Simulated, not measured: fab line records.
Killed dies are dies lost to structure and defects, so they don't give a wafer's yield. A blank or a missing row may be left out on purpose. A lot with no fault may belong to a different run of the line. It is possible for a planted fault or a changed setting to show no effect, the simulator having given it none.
Comparing a struck lot with a sound one :: flow nand-harc :: 15 steps out of a route of 1159
Sound: these wafers, L243.1, L243.2, L243.3. Struck: wafers L253.3, L253.4. The cause comes at the end.
At each step with rows: each side's tool, then ch and its chambers, then its first start. Under that, the readings that differ: sound wafers :: struck wafers :: difference of the means :: sigmas: that difference in standard deviations of wafers without a fault.
alike: same words and numbers on both sides, and readings whose means sit less than 2 such deviations apart. not compared: any withheld reading, any reading some wafer has no value for, any bound like >300 that may hide the same value, and any number with overlapping values for which the record gives no deviation.
Wherever a step has rows on one side only, a row that says differs or no value, or a row with sigmas, the two part there. Numbers that don't overlap but have no deviation are shown without sigmas and don't part them. A reading that every wafer of one side lacks parts them only if that side has two wafers or more.

first, 1 step without rows for these wafers: NHARC_A_ONON_D1_DEP_09 (target thk 1000 nm).
NHARC_A_ONON_D1_THK_MEAS_11: measures by ellipsometry.
  sound on film-metro-02, day 8 07:59; struck on film-metro-01, day 10 20:10
  alike: thk-nm
following that, 1 step holds no rows for these wafers, namely NHARC_A_ONON_D1_DEP_12 (target thickness 1000 nm).
NHARC_A_ONON_D1_THK_MEAS_14: measures by ellipsometry.
  sound on film-metro-02, day 8 08:40; struck on film-metro-01, day 10 20:44
  alike: thk-nm
then, 2 steps without rows for these wafers: NHARC_A_ONON_D1_ANNEAL_15 (time 3600 s); NHARC_A_ONON_D1_DEP_16 (target thk 1000 nm).
NHARC_A_ONON_D1_THK_MEAS_18: measures by ellipsometry.
  sound on film-metro-01, day 8 15:47; struck on film-metro-02, day 11 04:07
  alike: thk-nm
following that, 1 step holds no rows for these wafers, namely NHARC_A_ONON_D1_DEP_19 (target thickness 1000 nm).
NHARC_A_ONON_D1_THK_MEAS_21: measures by ellipsometry.
  sound on film-metro-01, day 8 16:21; struck on film-metro-02, day 11 04:41
  alike: thk-nm
following that, 1 step holds no rows for these wafers, namely NHARC_A_ONON_D1_DEP_22 (target thickness 1000 nm).
NHARC_A_ONON_D1_THK_MEAS_24: measures by ellipsometry.
  sound on film-metro-01, day 8 16:55; struck on film-metro-02, day 11 05:15
  alike: thk-nm
NHARC_A_ONON_D1_DEP_25: target thk 1000 nm.
  sound on pecvd-onon-01 ch 0, day 8 16:59; struck on pecvd-onon-01 ch 0, day 11 05:25
  alike: n2o-flow-sccm
NHARC_A_ONON_D1_THK_MEAS_27: measures by ellipsometry.
  sound on film-metro-02, day 8 17:29; struck on film-metro-02, day 11 05:49
reading: thk-nm (nm)
sound: 991 991 990
struck: 1489 1490
difference: +499
sigmas: +55
then, 2 steps without rows for these wafers: NHARC_A_ONON_D1_DEP_28 (target thk 1000 nm); NHARC_END_SORT_01.

## WHERE THEY PART
NHARC_A_ONON_D1_THK_MEAS_27 only, going by this record.

WHY: whatever the simulator had introduced
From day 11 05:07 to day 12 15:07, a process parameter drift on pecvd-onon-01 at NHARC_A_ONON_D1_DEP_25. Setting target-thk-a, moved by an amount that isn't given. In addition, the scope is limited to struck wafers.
